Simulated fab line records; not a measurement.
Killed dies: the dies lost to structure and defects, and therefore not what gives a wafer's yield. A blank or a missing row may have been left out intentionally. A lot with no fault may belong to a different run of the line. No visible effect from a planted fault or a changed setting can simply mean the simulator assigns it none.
fab line records ; flow nand_harc
record: lots: 12; wafers: 36; last_day: 24
route steps=1159 shown P_START@1 P_ZERO_WELL@9 P_STI@87 END@1159
lots with no fault: from the same line, run without faults
start_h: hours from the record's first day to the start of the lot's first wafer shown ; wait_h: hours elapsed since this lot's preceding step ; " same as the row above ; L1.1+2: a single row standing in for several wafers ; - no value, or no start was given ; * or withheld: withheld ; < > ~ a bound
route shown NAME@n: names a module that has steps shown in the file, with the first one's number in the route ; usual: mean/standard deviation of fault-free wafers ; same: alike in all rows ; chamber/n: place in a boat ; sites: per-site readings ; _std_site: their standard deviation ; _edge_site: mean of outer sites minus mean of inner sites ; radius_mm: how far each site lies from the wafer's centre ; mask NAME#n: copy n ; behind: the tool/chamber that last shaped the wafer ; hold: what put the lot on hold/how long, in hours/how the hold closed ; device: the transistor (n, p or np) that didn't switch ; end of line: tests of these same wafers at the route's end ; where a step has no rows: the recipe by itself ; killed: dies that structure and defects cost at the first sort, which is not the same as the wafer's yield ; map: the dies of a wafer, with x for killed, . for not killed, _ for no die there
set.NAME: setting as actually run; set.NAME@STEP: the setting as run at that earlier step ; model.NAME: the simulator's own value behind a step, which no gauge read
one table for each step of the route and one row for each wafer, over a sample of lots
services: when a tool's chamber went out of use (start_h, in hours from the record's first day, below 0 if earlier), for how many hours, and the reason
== steps ==
step: NHARC_P_START_INSPECT_01
usual: raw_defect_count: 3.5/1.9
lot.wafer;tool;chamber;start_h;wait_h;raw_defect_count
L641.2;defect_inspect-02;-;24.04;-;2
L641.4;defect_inspect-02;-;24.04;-;1
L641.6;defect_inspect-02;-;24.04;-;3
L642.1;defect_inspect-01;-;30.04;-;4
L642.5;defect_inspect-01;-;30.04;-;5
L642.6;defect_inspect-01;-;30.04;-;2
L643.1;defect_inspect-01;-;36.04;-;8
L643.2;defect_inspect-01;-;36.04;-;1
L643.6;defect_inspect-01;-;36.04;-;2
L644.1;defect_inspect-01;-;42.03;-;2
L644.2;defect_inspect-01;-;42.03;-;2
L644.3;defect_inspect-01;-;42.03;-;2
L645.2;defect_inspect-02;-;48.04;-;5
L645.5;defect_inspect-02;-;48.04;-;4
L645.6;defect_inspect-02;-;48.04;-;5
L647.1;defect_inspect-02;-;60.04;-;5
L647.3;defect_inspect-02;-;60.04;-;1
L647.6;defect_inspect-02;-;60.04;-;2
L651.2;defect_inspect-02;-;84.04;-;2
L651.5;defect_inspect-02;-;84.04;-;8
L651.6;defect_inspect-02;-;84.04;-;5
L655.1;defect_inspect-01;-;108.04;-;3
L655.5;defect_inspect-01;-;108.04;-;3
L655.6;defect_inspect-01;-;108.04;-;3
L656.1;defect_inspect-01;-;114.04;-;4
L656.3;defect_inspect-01;-;114.04;-;2
L656.6;defect_inspect-01;-;114.04;-;0
L658.1;defect_inspect-01;-;126.04;-;4
L658.2;defect_inspect-01;-;126.04;-;2
L658.4;defect_inspect-01;-;126.04;-;4
L660.1;defect_inspect-01;-;138.04;-;4
L660.5;defect_inspect-01;-;138.04;-;3
L660.6;defect_inspect-01;-;138.04;-;3
L662.3;defect_inspect-02;-;150.04;-;2
L662.5;defect_inspect-02;-;150.04;-;6
L662.6;defect_inspect-02;-;150.04;-;4
step: NHARC_P_ZERO_WELL_SOFTBAKE_06
recipe: temp_c: 125; time_s: 70
usual: heater_power_total_W: 201.0/1.3; resist_line_temp_C: 23.02/0.12
lot.wafer;tool;chamber;start_h;wait_h;heater_power_total_W;resist_line_temp_C
L641.2;litho_track-03;0;24;-;201.6;23.05
L641.4;litho_track-03;0;24;-;200.4;23.16
L641.6;litho_track-03;0;24;-;202.5;22.89
L642.1;litho_track-07;0;30;-;200.9;23.02
L642.5;litho_track-07;0;30;-;202.6;23.06
L642.6;litho_track-07;0;30;-;201.5;22.90
L643.1;litho_track-07;0;36;-;200.0;22.96
L643.2;litho_track-07;0;36;-;202.6;23.08
L643.6;litho_track-07;0;36;-;199.1;23.03
L644.1;litho_track-07;0;42;-;202.2;22.87
L644.2;litho_track-07;0;42;-;199.2;22.79
L644.3;litho_track-07;0;42;-;200.0;22.86
L645.2;litho_track-07;0;48;-;198.9;23.12
L645.5;litho_track-07;0;48;-;199.5;22.87
L645.6;litho_track-07;0;48;-;199.4;23.14
L647.1;litho_track-05;0;60;-;199.3;23.09
L647.3;litho_track-05;0;60;-;199.8;23.23
L647.6;litho_track-05;0;60;-;199.8;22.94
L651.2;litho_track-07;0;84;-;202.2;23.13
L651.5;litho_track-07;0;84;-;202.0;23.06
L651.6;litho_track-07;0;84;-;202.2;22.94
L655.1;litho_track-07;0;108;-;230.6;22.96
L655.5;litho_track-07;0;108;-;230.0;23.09
L655.6;litho_track-07;0;108;-;230.1;22.89
L656.1;litho_track-07;0;115;-;231.6;22.99
L656.3;litho_track-07;0;115;-;231.5;23.10
L656.6;litho_track-07;0;115;-;228.2;23.11
L658.1;litho_track-03;0;126;-;202.4;22.99
L658.2;litho_track-03;0;126;-;200.7;22.92
L658.4;litho_track-03;0;126;-;202.5;23.09
L660.1;litho_track-03;0;138;-;202.5;22.94
L660.5;litho_track-03;0;138;-;202.6;22.82
L660.6;litho_track-03;0;138;-;202.8;22.95
L662.3;litho_track-03;0;150;-;201.7;23.20
L662.5;litho_track-03;0;150;-;199.2;23.13
L662.6;litho_track-03;0;150;-;200.3;23.28
step: NHARC_P_STI_DESCUM_14
recipe: time_s: 3; o2_flow_sccm: 200; ar_flow_sccm: 0; bias_power_w: 0; chemistry: O2
usual: drypump_motor_current_A: 6.0/0.32; o2_flow_sccm: 200.0/0.59; oes_product_au: 1.003/0.0065; rf_vpp_V: 57.7/0.96; showerhead_plenum_p_Torr: 1.92/0.088; throttle_valve_pct: 11.310/0.0092
lot.wafer;tool;chamber;start_h;wait_h;drypump_motor_current_A;o2_flow_sccm;oes_product_au;rf_hours_counter_h;rf_vpp_V;showerhead_plenum_p_Torr;throttle_valve_pct
L641.2;rie_diel-02;1;51.68;-;6.0;201.2;1.006;2.4;57.1;2.00;11.310
L641.4;rie_diel-02;3;51.68;-;6.5;199.6;0.995;2.7;59.3;1.87;11.286
L641.6;rie_diel-02;2;51.68;-;5.9;199.6;1.002;-;58.3;1.98;11.306
L642.1;rie_diel-01;2;51.86;-;6.5;200.4;1.008;1.7;57.3;1.84;11.293
L642.5;rie_diel-01;3;51.86;-;6.0;199.9;1.002;-;59.4;1.98;11.317
L642.6;rie_diel-01;0;51.86;-;6.0;201.5;1.002;-;57.2;1.80;11.315
L643.1;rie_diel-02;3;59.25;-;6.6;199.7;0.996;3.0;59.0;1.87;11.320
L643.2;rie_diel-02;1;59.25;-;6.1;199.9;1.002;2.7;56.8;2.00;11.302
L643.6;rie_diel-02;3;59.25;-;6.5;199.9;1.001;-;55.6;1.87;11.315
L644.2;rie_diel-01;3;66.27;-;6.0;200.3;1.008;2.3;58.5;1.98;11.304
L644.1;rie_diel-01;0;66.27;-;6.1;199.8;0.995;2.3;56.4;1.80;11.307
L644.3;rie_diel-01;1;66.27;-;5.1;199.5;1.001;2.0;59.9;2.02;11.302
L645.2;rie_diel-01;1;74.11;-;5.0;199.5;1.000;2.1;59.4;2.02;11.310
L645.5;rie_diel-01;2;74.11;-;6.5;199.9;1.004;-;58.1;1.84;11.309
L645.6;rie_diel-01;3;74.11;-;6.0;199.5;1.002;-;58.8;1.98;11.304
L647.3;rie_diel-01;2;83.42;-;6.5;200.8;1.001;2.2;58.0;1.84;11.301
L647.1;rie_diel-01;0;83.42;-;6.1;200.7;0.995;2.7;57.9;1.80;11.299
L647.6;rie_diel-01;3;83.42;-;6.0;200.6;1.000;-;57.6;1.98;11.307
L651.2;rie_diel-01;0;107.34;-;6.1;201.1;0.991;3.5;57.8;1.79;11.318
L651.5;rie_diel-01;0;107.34;-;6.1;199.2;0.990;-;58.0;1.80;11.313
L651.6;rie_diel-01;1;107.34;-;5.1;200.1;1.009;-;57.9;2.02;11.315
L655.1;rie_diel-02;1;134.46;-;6.1;200.0;1.012;5.0;56.8;2.00;11.297
L655.6;rie_diel-02;2;134.46;-;6.0;199.5;1.007;-;58.5;1.97;11.324
L655.5;rie_diel-02;3;134.46;-;6.5;199.8;0.993;-;59.2;1.87;11.307
L656.1;rie_diel-01;3;134.60;-;6.0;199.8;1.015;3.8;58.2;1.98;11.287
L656.3;rie_diel-01;2;134.60;-;6.6;200.4;1.016;3.5;55.9;1.84;11.313
L656.6;rie_diel-01;3;134.60;-;6.0;200.2;1.008;-;59.1;1.98;11.312
L658.4;rie_diel-02;2;146.08;-;5.9;200.5;1.002;5.9;58.4;1.97;11.302
L658.2;rie_diel-02;3;146.08;-;6.5;199.5;1.002;5.9;57.2;1.87;11.308
L658.1;rie_diel-02;0;146.08;-;6.1;199.2;0.996;5.9;57.0;1.83;11.314
L660.1;rie_diel-09;2;161.36;-;5.9;200.2;1.012;4.6;58.3;1.88;11.313
L660.6;rie_diel-09;2;161.36;-;5.8;199.9;1.009;-;57.3;1.88;11.316
L660.5;rie_diel-09;3;161.36;-;5.9;198.8;0.998;-;57.0;2.05;11.299
L662.3;rie_diel-09;1;172.91;-;5.9;200.0;1.004;5.2;56.5;1.81;11.319
L662.6;rie_diel-09;2;172.91;-;5.8;199.3;1.007;-;56.7;1.88;11.309
L662.5;rie_diel-09;3;172.91;-;5.9;199.4;0.999;-;57.1;2.05;11.291
step: NHARC_P_STI_ETCH_42
recipe: target_depth_a: 800; overetch_a: 240; time_s: 61; ion_energy_ev: 200; n2_flow_sccm: 150; h2_flow_sccm: 150; ar_flow_sccm: 0; rf_w: 400; bias_w: 150; chemistry: N2/H2
usual: drypump_motor_current_A: 6.0/0.35; oes_product_au: 1.004/0.0069; rf_vpp_V: 430.9/2.8; showerhead_plenum_p_Torr: 2.06/0.098; throttle_valve_pct: 14.173/0.0093
lot.wafer;tool;chamber;start_h;wait_h;drypump_motor_current_A;oes_product_au;rf_hours_counter_h;rf_vpp_V;showerhead_plenum_p_Torr;throttle_valve_pct
L641.2;rie_diel-02;3;51.76;0.1;6.5;1.012;2.7;427.9;2.00;14.171
L641.4;rie_diel-02;0;51.76;0.1;6.2;1.010;2.8;427.9;1.95;14.182
L641.6;rie_diel-02;3;51.76;0.1;6.5;1.004;-;428.2;2.00;14.166
L642.1;rie_diel-01;2;51.93;0.1;6.5;1.003;1.7;427.8;1.96;14.165
L642.6;rie_diel-01;0;51.93;0.1;6.1;0.997;-;426.0;1.91;14.181
L642.5;rie_diel-01;1;51.93;0.1;5.1;1.005;-;434.0;2.16;14.172
L643.1;rie_diel-02;3;59.33;0.1;6.5;0.993;3.0;430.9;2.00;14.167
L643.2;rie_diel-02;1;59.33;0.1;6.0;1.007;2.7;433.2;2.13;14.147
L643.6;rie_diel-02;3;59.33;0.1;6.5;1.007;-;429.0;2.00;14.159
L644.3;rie_diel-01;3;66.35;0.1;6.0;1.003;2.3;432.1;2.11;14.180
L644.2;rie_diel-01;0;66.35;0.1;6.1;1.012;2.3;426.1;1.91;14.175
L644.1;rie_diel-01;2;66.35;0.1;6.5;1.002;1.9;427.3;1.96;14.168
L645.2;rie_diel-01;1;74.19;0.1;5.1;0.987;2.1;434.7;2.16;14.195
L645.5;rie_diel-01;2;74.19;0.1;6.5;0.998;-;427.1;1.96;14.177
L645.6;rie_diel-01;3;74.19;0.1;6.0;1.007;-;432.8;2.11;14.154
L647.1;rie_diel-01;1;83.50;0.1;5.1;0.995;2.3;433.3;2.16;14.178
L647.3;rie_diel-01;2;83.50;0.1;6.5;1.004;2.3;426.9;1.96;14.185
L647.6;rie_diel-01;1;83.50;0.1;5.1;1.001;-;433.1;2.16;14.176
L651.2;rie_diel-01;1;107.43;0.1;5.1;1.009;3.0;432.9;2.16;14.192
L651.6;rie_diel-01;0;107.43;0.1;6.1;1.008;-;426.0;1.91;14.186
L651.5;rie_diel-01;1;107.43;0.1;5.1;1.011;-;434.4;2.16;14.169
L655.1;rie_diel-02;3;134.54;0.1;6.5;1.001;5.5;429.1;2.00;14.173
L655.6;rie_diel-02;0;134.54;0.1;6.2;0.997;-;427.3;1.95;14.172
L655.5;rie_diel-02;1;134.54;0.1;6.1;1.012;-;432.5;2.13;14.175
L656.1;rie_diel-01;2;134.68;0.1;6.5;1.006;3.5;429.2;1.96;14.158
L656.3;rie_diel-01;1;134.68;0.1;5.1;0.997;3.6;432.6;2.16;14.186
L656.6;rie_diel-01;2;134.68;0.1;6.5;0.999;-;428.2;1.96;14.165
L658.1;rie_diel-02;2;146.16;0.1;6.0;1.002;5.9;431.4;2.11;14.169
L658.2;rie_diel-02;0;146.16;0.1;6.2;1.015;5.9;428.9;1.95;14.170
L658.4;rie_diel-02;1;146.16;0.1;6.0;1.009;5.5;434.1;2.13;14.171
L660.1;rie_diel-09;2;161.45;0.1;5.8;1.002;4.6;428.5;2.00;14.177
L660.5;rie_diel-09;2;161.45;0.1;5.9;1.009;-;429.9;2.00;14.186
L660.6;rie_diel-09;3;161.45;0.1;5.9;0.990;-;434.6;2.19;14.161
L662.3;rie_diel-09;0;172.98;0.1;6.1;1.010;4.9;435.0;2.18;14.177
L662.5;rie_diel-09;3;172.98;0.1;5.9;1.002;-;434.2;2.19;14.181
L662.6;rie_diel-09;0;172.98;0.1;6.1;0.998;-;434.7;2.18;14.167
step: NHARC_END_SORT_01
recipe: temp_c: 25
usual: killed_at_array: 31/12; killed_at_other: 0.6/0.85; killed_at_periphery: 3.0/2.3; killed_dies: 35/12; killed_open: 3.2/1.9; killed_short: 1.8/1.4
same: gross_dies: 677
lot.wafer;tool;chamber;start_h;wait_h;killed_at_array;killed_at_other;killed_at_periphery;killed_dies;killed_open;killed_short
L644.1;prober-01;0;445.59;2.5;11;0;5;16;3;2
L644.2;prober-01;0;446.39;2.8;16;0;2;18;3;2
L644.3;prober-01;0;447.19;3.1;7;0;3;10;1;4
L642.1;prober-02;0;445.60;2.5;15;0;0;15;3;2
L642.5;prober-02;0;448.78;3.7;12;0;1;13;1;2
L642.6;prober-02;0;449.58;4.0;14;0;2;16;2;3
L643.1;prober-02;0;453.39;2.5;39;0;2;41;3;3
L643.2;prober-02;0;454.21;2.8;30;0;1;31;3;1
L643.6;prober-02;0;457.49;4.1;30;0;1;31;1;3
L641.2;prober-01;0;462.04;2.8;35;0;2;37;2;0
L641.4;prober-01;0;463.61;3.4;29;0;3;32;4;2
L641.6;prober-01;0;465.19;3.9;48;0;1;49;3;2
L645.2;prober-02;0;473.34;2.8;22;1;6;29;3;2
L645.5;prober-02;0;475.73;3.7;17;0;5;22;7;1
L645.6;prober-02;0;476.52;4.0;15;2;3;20;2;2
L647.1;prober-01;0;482.32;2.5;40;3;1;44;2;2
L647.3;prober-01;0;483.95;3.1;33;2;2;37;3;0
L647.6;prober-01;0;486.39;4.1;50;0;2;52;1;2
L651.2;prober-02;0;509.53;2.8;20;2;4;26;9;1
L651.5;prober-02;0;511.87;3.6;16;0;1;17;0;1
L651.6;prober-02;0;512.65;3.9;15;0;4;19;3;2
L656.1;prober-02;0;533.78;2.5;35;1;4;40;4;2
L656.3;prober-02;0;535.35;3.0;42;0;2;44;1;2
L656.6;prober-02;0;537.71;3.9;38;1;4;43;2;2
L655.1;prober-02;0;549.26;2.5;35;1;3;39;2;2
L655.5;prober-02;0;552.51;3.7;23;0;1;24;2;0
L655.6;prober-02;0;553.32;4.1;29;3;2;34;3;0
L658.1;prober-02;0;557.16;2.5;15;0;5;20;2;1
L658.2;prober-02;0;557.95;2.8;9;0;2;11;2;1
L658.4;prober-02;0;559.53;3.4;23;1;7;31;5;6
L660.1;prober-01;0;559.34;2.5;53;0;4;57;3;4
L660.5;prober-01;0;562.53;3.7;64;0;1;65;1;1
L660.6;prober-01;0;563.33;4.0;48;0;1;49;2;1
L662.3;prober-02;0;575.62;3.1;26;0;2;28;5;0
L662.5;prober-02;0;577.22;3.7;22;0;0;22;1;2
L662.6;prober-02;0;578.02;4.0;20;2;3;25;7;2
killed by level:class
L644.1 A_CHANNEL_HOLE_D1:chamber_film_flake=3 P_ZERO_WELL:chamber_film_flake=2 A_SLIT:chamber_film_flake=2 A_CONTACT:chamber_film_flake=2 P_CONTACT:geometric_particle:open=1 P_M2:geometric_particle:open=1 A_SOURCE_PLATE:geometric_particle:open=1 A_CHANNEL_FILL_D1:geometric_particle:short=1
L642.1 A_STAIRCASE:chamber_film_flake=3 A_WL_FILL:chamber_film_flake=3 A_CHANNEL_HOLE_D1:chamber_film_flake=2 A_CONTACT:chamber_film_flake=2 A_CHANNEL_FILL_D1:geometric_particle:open=1 A_SGD_CUT:geometric_particle:short=1 A_WL_FILL:geometric_particle:short=1 A_CONTACT:geometric_particle:open=1
L644.2 A_CONTACT:chamber_film_flake=5 A_STAIRCASE:chamber_film_flake=3 A_CHANNEL_HOLE_D1:chamber_film_flake=2 P_ZERO_WELL:geometric_particle:open=1 A_CHANNEL_FILL_D1:geometric_particle:short=1 A_SGD_CUT:geometric_particle:short=1 A_WL_FILL:geometric_particle:open=1 A_M1:geometric_particle:open=1
L644.3 P_M0:geometric_particle:short=2 A_CONTACT:chamber_film_flake=2 P_CONTACT:geometric_particle:open=1 A_SOURCE_PLATE:geometric_particle:short=1 A_SGD_CUT:geometric_particle:short=1 A_ZERO_WELL:chamber_film_flake=1 A_CHANNEL_HOLE_D1:chamber_film_flake=1 A_CHANNEL_FILL_D1:chamber_film_flake=1
L642.5 A_CHANNEL_HOLE_D1:chamber_film_flake=5 A_CONTACT:chamber_film_flake=2 A_SGD_CUT:geometric_particle:short=1 A_WL_FILL:geometric_particle:short=1 A_M0:geometric_particle:open=1 P_GATE:chamber_film_flake=1 A_STAIRCASE:chamber_film_flake=1 A_SLIT:chamber_film_flake=1
L642.6 A_CONTACT:chamber_film_flake=3 A_BLC:chamber_film_flake=3 A_CHANNEL_FILL_D1:geometric_particle:short=2 A_CONTACT:geometric_particle:open=2 P_GATE:chamber_film_flake=2 A_CHANNEL_HOLE_D1:geometric_particle:short=1 A_CHANNEL_HOLE_D1:chamber_film_flake=1 A_STAIRCASE:chamber_film_flake=1
L643.1 A_CHANNEL_HOLE_D1:chamber_film_flake=17 A_SLIT:chamber_film_flake=10 A_CONTACT:chamber_film_flake=4 A_STAIRCASE:chamber_film_flake=3 P_CONTACT:geometric_particle:short=1 A_SOURCE_PLATE:geometric_particle:open=1 A_ONON_D1:geometric_particle:short=1 A_CHANNEL_FILL_D1:geometric_particle:open=1
L643.2 A_CHANNEL_HOLE_D1:chamber_film_flake=13 A_SLIT:chamber_film_flake=8 A_STAIRCASE:chamber_film_flake=5 P_CONTACT:geometric_particle:open=1 A_SGD_CUT:geometric_particle:short=1 A_BLC:geometric_particle:open=1 A_M0:geometric_particle:open=1 A_CONTACT:chamber_film_flake=1
L643.6 A_SLIT:chamber_film_flake=13 A_CHANNEL_HOLE_D1:chamber_film_flake=11 A_STAIRCASE:chamber_film_flake=2 P_M1:geometric_particle:short=1 A_ONON_D1:geometric_particle:open=1 A_CHANNEL_FILL_D1:geometric_particle:short=1 A_CONTACT:geometric_particle:short=1 A_CONTACT:chamber_film_flake=1
L641.2 A_CHANNEL_HOLE_D1:chamber_film_flake=18 A_SLIT:chamber_film_flake=9 A_STAIRCASE:chamber_film_flake=5 P_M0:geometric_particle:open=1 A_CHANNEL_FILL_D1:geometric_particle:open=1 P_ZERO_WELL:chamber_film_flake=1 A_CONTACT:chamber_film_flake=1 A_BLC:chamber_film_flake=1
L641.4 A_CHANNEL_HOLE_D1:chamber_film_flake=12 A_SLIT:chamber_film_flake=10 A_STAIRCASE:chamber_film_flake=3 P_GATE:geometric_particle:open=1 P_CONTACT:geometric_particle:open=1 A_ONON_D1:geometric_particle:open=1 A_SGD_CUT:geometric_particle:short=1 A_CONTACT:geometric_particle:short=1
L641.6 A_SLIT:chamber_film_flake=19 A_CHANNEL_HOLE_D1:chamber_film_flake=10 A_STAIRCASE:chamber_film_flake=8 A_CONTACT:chamber_film_flake=4 P_M2:geometric_particle:short=1 A_CHANNEL_FILL_D1:geometric_particle:short=1 A_CHANNEL_FILL_D1:geometric_particle:open=1 A_CONTACT:geometric_particle:open=1
L645.2 A_STAIRCASE:chamber_film_flake=8 A_CHANNEL_HOLE_D1:chamber_film_flake=3 A_SLIT:chamber_film_flake=3 A_CONTACT:chamber_film_flake=3 P_GATE:chamber_film_flake=2 P_M2:chamber_film_flake=2 A_WL_FILL:chamber_film_flake=2 P_STI:geometric_particle:short=1
L645.5 A_STAIRCASE:chamber_film_flake=4 A_CONTACT:chamber_film_flake=4 A_M0:geometric_particle:open=2 P_M2:chamber_film_flake=2 P_CONTACT:geometric_particle:open=1 A_SOURCE_PLATE:geometric_particle:short=1 A_ONON_D1:geometric_particle:open=1 A_CONTACT:geometric_particle:open=1
L645.6 A_CHANNEL_HOLE_D1:chamber_film_flake=6 A_STAIRCASE:chamber_film_flake=4 A_SLIT:chamber_film_flake=2 THIN_TSV:chamber_film_flake=2 P_GATE:geometric_particle:short=1 P_M0:geometric_particle:open=1 A_CONTACT:geometric_particle:short=1 A_BLC:geometric_particle:open=1
L647.1 A_SLIT:chamber_film_flake=15 A_CHANNEL_HOLE_D1:chamber_film_flake=13 A_CONTACT:chamber_film_flake=4 THIN_TSV:chamber_film_flake=3 A_STAIRCASE:chamber_film_flake=3 A_CHANNEL_FILL_D1:geometric_particle:open=1 A_CHANNEL_FILL_D1:geometric_particle:short=1 A_CONTACT:geometric_particle:short=1
L647.3 A_SLIT:chamber_film_flake=16 A_CHANNEL_HOLE_D1:chamber_film_flake=12 P_M2:chamber_film_flake=2 A_STAIRCASE:chamber_film_flake=2 A_WL_FILL:geometric_particle:open=1 A_BLC:geometric_particle:open=1 STARTING-WAFER:geometric_particle:open=1 A_CONTACT:chamber_film_flake=1
L647.6 A_SLIT:chamber_film_flake=18 A_CHANNEL_HOLE_D1:chamber_film_flake=17 A_STAIRCASE:chamber_film_flake=5 A_CONTACT:chamber_film_flake=5 A_ONON_D1:geometric_particle:short=2 A_ZERO_WELL:chamber_film_flake=2 P_M2:geometric_particle:open=1 P_STI:chamber_film_flake=1
L651.2 A_CHANNEL_HOLE_D1:chamber_film_flake=7 A_CONTACT:chamber_film_flake=6 P_CONTACT:geometric_particle:open=2 A_CONTACT:geometric_particle:open=2 A_STAIRCASE:chamber_film_flake=2 P_CONTACT:geometric_particle:short=1 P_M1:geometric_particle:open=1 A_ONON_D1:geometric_particle:open=1
L651.5 A_CONTACT:chamber_film_flake=12 A_STAIRCASE:chamber_film_flake=2 A_WL_FILL:geometric_particle:short=1 P_STI:chamber_film_flake=1 A_CHANNEL_HOLE_D1:chamber_film_flake=1
L651.6 A_CONTACT:chamber_film_flake=5 A_STAIRCASE:chamber_film_flake=4 A_CONTACT:geometric_particle:open=2 A_CHANNEL_HOLE_D1:chamber_film_flake=2 P_M0:geometric_particle:open=1 P_M2:geometric_particle:short=1 A_BLC:geometric_particle:short=1 P_GATE:chamber_film_flake=1
L656.1 A_CHANNEL_HOLE_D1:chamber_film_flake=19 A_CONTACT:chamber_film_flake=4 A_BLC:chamber_film_flake=3 A_SLIT:chamber_film_flake=3 P_BONDPAD:chamber_film_flake=2 P_M0:geometric_particle:open=1 A_ONON_D1:geometric_particle:open=1 A_CHANNEL_HOLE_D1:geometric_particle:open=1
L656.3 A_CHANNEL_HOLE_D1:chamber_film_flake=29 A_BLC:chamber_film_flake=5 A_SLIT:chamber_film_flake=3 A_ZERO_WELL:chamber_film_flake=2 P_M0:geometric_particle:short=1 A_CHANNEL_FILL_D1:geometric_particle:short=1 A_M1:geometric_particle:open=1 P_ZERO_WELL:chamber_film_flake=1
L656.6 A_CHANNEL_HOLE_D1:chamber_film_flake=23 A_SLIT:chamber_film_flake=4 A_BLC:chamber_film_flake=3 P_BONDPAD:chamber_film_flake=2 A_STAIRCASE:chamber_film_flake=2 A_CONTACT:chamber_film_flake=2 A_SOURCE_PLATE:geometric_particle:short=1 A_ONON_D1:geometric_particle:short=1
L655.1 A_SLIT:chamber_film_flake=20 A_CHANNEL_HOLE_D1:chamber_film_flake=5 A_STAIRCASE:chamber_film_flake=5 P_M2:geometric_particle:short=1 A_ONON_D1:geometric_particle:short=1 A_ONON_D1:geometric_particle:open=1 A_SGD_CUT:geometric_particle:open=1 P_ZERO_WELL:chamber_film_flake=1
L655.5 A_SLIT:chamber_film_flake=13 A_CHANNEL_HOLE_D1:chamber_film_flake=4 A_CONTACT:geometric_particle:open=2 A_STAIRCASE:chamber_film_flake=2 P_BONDPAD:chamber_film_flake=1 A_WL_FILL:chamber_film_flake=1 A_CONTACT:chamber_film_flake=1
L655.6 A_SLIT:chamber_film_flake=14 A_CONTACT:chamber_film_flake=5 A_CHANNEL_HOLE_D1:chamber_film_flake=4 THIN_TSV:chamber_film_flake=3 P_BONDPAD:chamber_film_flake=2 A_STAIRCASE:chamber_film_flake=2 A_CONTACT:geometric_particle:open=1 A_BLC:geometric_particle:open=1
L658.1 A_CHANNEL_HOLE_D1:chamber_film_flake=7 P_CONTACT:chamber_film_flake=5 A_CHANNEL_FILL_D1:chamber_film_flake=2 A_ONON_D1:geometric_particle:open=1 A_M0:geometric_particle:open=1 A_M1:geometric_particle:short=1 A_ZERO_WELL:chamber_film_flake=1 A_WL_FILL:chamber_film_flake=1
L658.2 A_CHANNEL_HOLE_D1:chamber_film_flake=4 A_STAIRCASE:chamber_film_flake=2 P_M2:geometric_particle:open=1 A_CHANNEL_HOLE_D1:geometric_particle:open=1 A_M1:geometric_particle:short=1 P_CONTACT:chamber_film_flake=1 A_WL_FILL:chamber_film_flake=1
L660.1 A_SLIT:chamber_film_flake=20 A_CHANNEL_HOLE_D1:chamber_film_flake=13 A_CONTACT:chamber_film_flake=7 A_BONDPAD:chamber_film_flake=4 A_STAIRCASE:chamber_film_flake=3 P_GATE:chamber_film_flake=2 P_M1:geometric_particle:short=1 P_M1:geometric_particle:open=1
L658.4 A_CHANNEL_HOLE_D1:chamber_film_flake=10 P_CONTACT:chamber_film_flake=5 A_CHANNEL_FILL_D1:geometric_particle:short=2 A_WL_FILL:geometric_particle:open=2 P_CONTACT:geometric_particle:short=1 P_M1:geometric_particle:open=1 A_SOURCE_PLATE:geometric_particle:open=1 A_STAIRCASE:geometric_particle:short=1
L660.5 A_CHANNEL_HOLE_D1:chamber_film_flake=28 A_SLIT:chamber_film_flake=23 A_STAIRCASE:chamber_film_flake=5 A_CONTACT:chamber_film_flake=3 A_CHANNEL_FILL_D1:chamber_film_flake=2 A_BONDPAD:chamber_film_flake=2 P_CONTACT:geometric_particle:short=1 A_CONTACT:geometric_particle:open=1
L660.6 A_SLIT:chamber_film_flake=19 A_CHANNEL_HOLE_D1:chamber_film_flake=15 A_CONTACT:chamber_film_flake=4 A_CHANNEL_FILL_D1:chamber_film_flake=3 A_STAIRCASE:chamber_film_flake=2 A_WL_FILL:geometric_particle:open=1 A_CONTACT:geometric_particle:short=1 A_CONTACT:geometric_particle:open=1
L662.3 A_CHANNEL_HOLE_D1:chamber_film_flake=12 A_CONTACT:chamber_film_flake=5 A_ZERO_WELL:chamber_film_flake=3 P_M0:geometric_particle:open=1 A_CHANNEL_FILL_D1:geometric_particle:open=1 A_CONTACT:geometric_particle:open=1 A_BLC:geometric_particle:open=1 A_M1:geometric_particle:open=1
L662.5 A_CHANNEL_HOLE_D1:chamber_film_flake=13 A_CONTACT:chamber_film_flake=4 A_ONON_D1:geometric_particle:short=2 A_WL_FILL:chamber_film_flake=2 A_ONON_D1:geometric_particle:open=1
L662.6 A_CHANNEL_HOLE_D1:chamber_film_flake=10 A_CONTACT:geometric_particle:open=3 P_GATE:chamber_film_flake=2 THIN_TSV:chamber_film_flake=2 P_M0:geometric_particle:open=1 A_CHANNEL_FILL_D1:geometric_particle:short=1 A_CHANNEL_FILL_D1:geometric_particle:open=1 A_SGD_CUT:geometric_particle:open=1
== services ==
tool;chamber;start_h;hours;kind
rie_diel-02;1;2.57;16.0;repair
rie_diel-09;0;12.91;3.0;repair
litho_track-07;-;14.00;7.0;pm
rie_diel-02;-;17.86;1.1;repair
rie_diel-01;0;18.80;-;clean
rie_diel-01;1;18.80;-;clean
rie_diel-01;2;18.80;-;clean
rie_diel-01;3;18.80;-;clean
litho_track-03;-;38.00;7.0;pm
rie_diel-01;0;43.37;-;clean
rie_diel-01;1;43.37;-;clean
rie_diel-01;2;43.37;-;clean
rie_diel-01;3;43.37;-;clean
litho_track-05;-;62.00;7.0;pm
rie_diel-01;0;67.87;-;clean
rie_diel-01;1;67.87;-;clean
rie_diel-01;2;67.87;-;clean
rie_diel-01;3;67.87;-;clean
rie_diel-09;-;77.37;9.0;pm
rie_diel-01;0;92.37;-;clean
rie_diel-01;1;92.37;-;clean
rie_diel-02;0;99.43;3.9;repair
rie_diel-01;-;137.80;9.0;pm
rie_diel-02;-;150.70;9.0;pm
== key ==
first_sign: step: NHARC_P_ZERO_WELL_SOFTBAKE_06; reading: heater_power_total_W; direction: up; sigmas: 23; usual: *; struck: *
effect none on later readings
met_at NHARC_P_ZERO_WELL_SOFTBAKE_06
struck_lots L655,L656
tester_left_out L655,L656
not_acting_at NHARC_P_START_INSPECT_01,NHARC_P_STI_DESCUM_14,NHARC_P_STI_ETCH_42
onset_between 84 108
fault: kind: process_parameter_drift; tool: litho_track-07; chamber: -; onset_h: 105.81; steps: NHARC_P_ZERO_WELL_SOFTBAKE_06; channel: time_s; offset: *; shape: step; end_h: 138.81; acts_in: *; stated: *
tester_left_out: of these lots the tester's yield and bins aren't shown, on N5 and GAA mostly nor the transistor test; their killed dies are dies lost to structure and defects alone, not to doping, threshold or leakage, so they don't give the yield
